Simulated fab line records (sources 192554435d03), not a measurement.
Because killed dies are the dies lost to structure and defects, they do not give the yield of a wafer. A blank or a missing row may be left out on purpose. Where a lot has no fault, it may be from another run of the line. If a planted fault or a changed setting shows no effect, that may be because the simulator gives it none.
Matching of chambers / flow n5 finfet / pecvd-01 running N5_GATE_CUT_HM_DEP_46: 3 sister chambers
The step deposits SiO2 from TEOS/O2, target thk 130 nm, time 26.6 s. 18 wafers are shown with their chamber, then 9 later ones without.

## WAFERS PAIRED WITH THEIR CHAMBERS
wafer=L077.1; chamber=1; throttle valve pct (%)=19.3; heater power w (W)=603; showerhead plenum p Torr (Torr)=8.379
wafer=L077.2; chamber=0; throttle valve pct (%)=18.0; heater power w (W)=823; showerhead plenum p Torr (Torr)=8.328
wafer=L077.3; chamber=2; throttle valve pct (%)=17.3; heater power w (W)=426; showerhead plenum p Torr (Torr)=8.365
wafer=L077.4; chamber=0; throttle valve pct (%)=17.8; heater power w (W)=826; showerhead plenum p Torr (Torr)=8.306
wafer=L077.5; chamber=2; throttle valve pct (%)=17.6; heater power w (W)=443; showerhead plenum p Torr (Torr)=8.353
wafer=L077.6; chamber=1; throttle valve pct (%)=19.2; heater power w (W)=606; showerhead plenum p Torr (Torr)=8.396
wafer=L079.1; chamber=1; throttle valve pct (%)=19.5; heater power w (W)=657; showerhead plenum p Torr (Torr)=8.365
wafer=L079.4; chamber=2; throttle valve pct (%)=17.4; heater power w (W)=454; showerhead plenum p Torr (Torr)=8.365
wafer=L079.6; chamber=1; throttle valve pct (%)=19.4; heater power w (W)=689; showerhead plenum p Torr (Torr)=8.350
wafer=L080.1; chamber=1; throttle valve pct (%)=19.5; heater power w (W)=632; showerhead plenum p Torr (Torr)=8.376
wafer=L080.2; chamber=2; throttle valve pct (%)=17.7; heater power w (W)=454; showerhead plenum p Torr (Torr)=8.353
wafer=L080.3; chamber=0; throttle valve pct (%)=17.8; heater power w (W)=710; showerhead plenum p Torr (Torr)=8.324
wafer=L080.4; chamber=1; throttle valve pct (%)=19.5; heater power w (W)=620; showerhead plenum p Torr (Torr)=8.376
wafer=L080.5; chamber=2; throttle valve pct (%)=17.5; heater power w (W)=474; showerhead plenum p Torr (Torr)=8.368
wafer=L080.6; chamber=0; throttle valve pct (%)=17.8; heater power w (W)=701; showerhead plenum p Torr (Torr)=8.328
wafer=L084.1; chamber=1; throttle valve pct (%)=19.3; heater power w (W)=639; showerhead plenum p Torr (Torr)=8.383
wafer=L084.2; chamber=0; throttle valve pct (%)=17.9; heater power w (W)=796; showerhead plenum p Torr (Torr)=8.333
wafer=L084.5; chamber=2; throttle valve pct (%)=17.6; heater power w (W)=475; showerhead plenum p Torr (Torr)=8.348

SIGNATURES (means of the wafers above)
reading=throttle valve pct; chamber 0=17.860; chamber 1=19.386; chamber 2=17.517; scatter within a chamber=0.124
reading=heater power w; chamber 0=771.20; chamber 1=635.14; chamber 2=454.33; scatter within a chamber=38.5
reading=showerhead plenum p Torr; chamber 0=8.32380; chamber 1=8.37500; chamber 2=8.35867; scatter within a chamber=0.0116
Rule: a wafer lies at a distance from a chamber equal to the root of the sum of squares, over the readings, of (its reading less the chamber's mean, divided by the reading's scatter). If the next closest chamber is less than 2 further off than the closest, the wafer can't be placed; otherwise it belongs to the closest. The scatter is the square root of a quotient: the sum, over the shown wafers, of each reading's squared deviation from its chamber's mean, divided by wafers minus chambers.

## WAFERS WHOSE CHAMBER IS MISSING
wafer=L086.2; throttle valve pct (%)=17.8; heater power w (W)=769; showerhead plenum p Torr (Torr)=8.327
wafer=L086.4; throttle valve pct (%)=17.6; heater power w (W)=561; showerhead plenum p Torr (Torr)=8.332
wafer=L086.6; throttle valve pct (%)=17.6; heater power w (W)=779; showerhead plenum p Torr (Torr)=8.341
wafer=L094.1; throttle valve pct (%)=18.1; heater power w (W)=872; showerhead plenum p Torr (Torr)=8.363
wafer=L094.2; throttle valve pct (%)=17.5; heater power w (W)=534; showerhead plenum p Torr (Torr)=8.357
wafer=L094.3; throttle valve pct (%)=19.5; heater power w (W)=671; showerhead plenum p Torr (Torr)=8.391
wafer=L096.2; throttle valve pct (%)=18.0; heater power w (W)=711; showerhead plenum p Torr (Torr)=8.328
wafer=L096.3; throttle valve pct (%)=17.9; heater power w (W)=568; showerhead plenum p Torr (Torr)=8.358
wafer=L096.5; throttle valve pct (%)=17.7; heater power w (W)=425; showerhead plenum p Torr (Torr)=8.374

## WHICH CHAMBER EACH WENT THROUGH
wafer=L086.2; from the rows above=0; in truth=0
wafer=L086.4; from the rows above=2; in truth=2
wafer=L086.6; from the rows above=0; in truth=0
wafer=L094.1; from the rows above=0; in truth=0
wafer=L094.2; from the rows above=2; in truth=2
wafer=L094.3; from the rows above=1; in truth=1
wafer=L096.2; from the rows above=0; in truth=0
wafer=L096.3; from the rows above=can't be placed: 2 or 0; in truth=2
wafer=L096.5; from the rows above=2; in truth=2
Correctly placed: 8 of 9. Cannot be placed on the basis of these rows: 1; the candidates contain the true chamber in 1. 0 placed wrongly.
